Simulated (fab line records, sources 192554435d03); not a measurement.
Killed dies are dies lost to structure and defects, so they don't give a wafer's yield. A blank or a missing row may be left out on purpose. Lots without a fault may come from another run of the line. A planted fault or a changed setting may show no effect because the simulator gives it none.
Chamber matching | flow n5_finfet | N5_BEOL_M5_ETCH_67 on rie_diel-02: 4 sister chambers
The step etches SiARC in CF4, target depth 15.6 nm, time 26 s. 16 wafers are shown with their chamber, then 8 later ones without.

WAFERS WITH THEIR CHAMBER
wafer  | chamber | showerhead_plenum_p_Torr (Torr) | drypump_motor_current_A (A) | throttle_valve_pct (%)
L074.2 | 1       | 2.07                            | 5.7                         | 16.0
L074.3 | 2       | 2.23                            | 6.0                         | 15.8
L074.5 | 0       | 2.16                            | 5.9                         | 15.7
L078.1 | 3       | 2.10                            | 5.7                         | 16.0
L078.3 | 2       | 2.22                            | 6.0                         | 15.8
L078.6 | 3       | 2.10                            | 5.7                         | 16.0
L079.1 | 2       | 2.22                            | 6.0                         | 15.8
L079.3 | 1       | 2.07                            | 5.7                         | 16.0
L079.6 | 1       | 2.07                            | 5.7                         | 16.0
L086.1 | 3       | 2.10                            | 5.8                         | 16.0
L086.3 | 2       | 2.22                            | 6.0                         | 15.8
L086.4 | 1       | 2.06                            | 5.7                         | 16.1
L087.1 | 0       | 2.16                            | 5.9                         | 15.2
L087.3 | 2       | 2.22                            | 6.0                         | 15.8
L087.6 | 1       | 2.06                            | 5.7                         | 16.1
L089.4 | 3       | 2.10                            | 5.8                         | 16.1

SIGNATURES (means of the wafers above)
reading                  | chamber 0 | chamber 1 | chamber 2 | chamber 3 | scatter within a chamber
showerhead_plenum_p_Torr | 2.1600    | 2.0660    | 2.2220    | 2.1000    | 0.00408
drypump_motor_current_A  | 5.900     | 5.700     | 6.000     | 5.750     | 0.0289
throttle_valve_pct       | 15.450    | 16.040    | 15.800    | 16.025    | 0.11
Rule: a wafer's distance from a chamber is the root of the sum, over the readings, of the square of ((its reading less the chamber's mean) divided by the reading's scatter). The wafer belongs to the nearest chamber; if the next one is less than 2 further off, it can't be placed. The scatter: the root of (the sum of the squares of (reading less its chamber's mean) over the shown wafers, divided by (wafers less chambers)).

WAFERS WITHOUT THEIR CHAMBER
wafer  | showerhead_plenum_p_Torr (Torr) | drypump_motor_current_A (A) | throttle_valve_pct (%)
L089.5 | 2.16                            | 5.9                         | 15.2
L089.6 | 2.06                            | 5.7                         | 16.1
L092.2 | 2.21                            | 6.0                         | 15.8
L092.5 | 2.21                            | 6.0                         | 15.8
L092.6 | 2.06                            | 5.7                         | 16.1
L096.1 | 2.06                            | 5.7                         | 16.1
L096.3 | 2.15                            | 5.9                         | 15.2
L096.4 | 2.09                            | 5.8                         | 16.1

WHICH CHAMBER EACH WENT THROUGH
wafer  | from the rows above | in truth
L089.5 | 0                   | 0
L089.6 | 1                   | 1
L092.2 | 2                   | 2
L092.5 | 2                   | 2
L092.6 | 1                   | 1
L096.1 | 1                   | 1
L096.3 | 0                   | 0
L096.4 | 3                   | 3
Placed correctly: 8 of 8. Can't be placed from these rows: 0. Placed wrongly: 0.
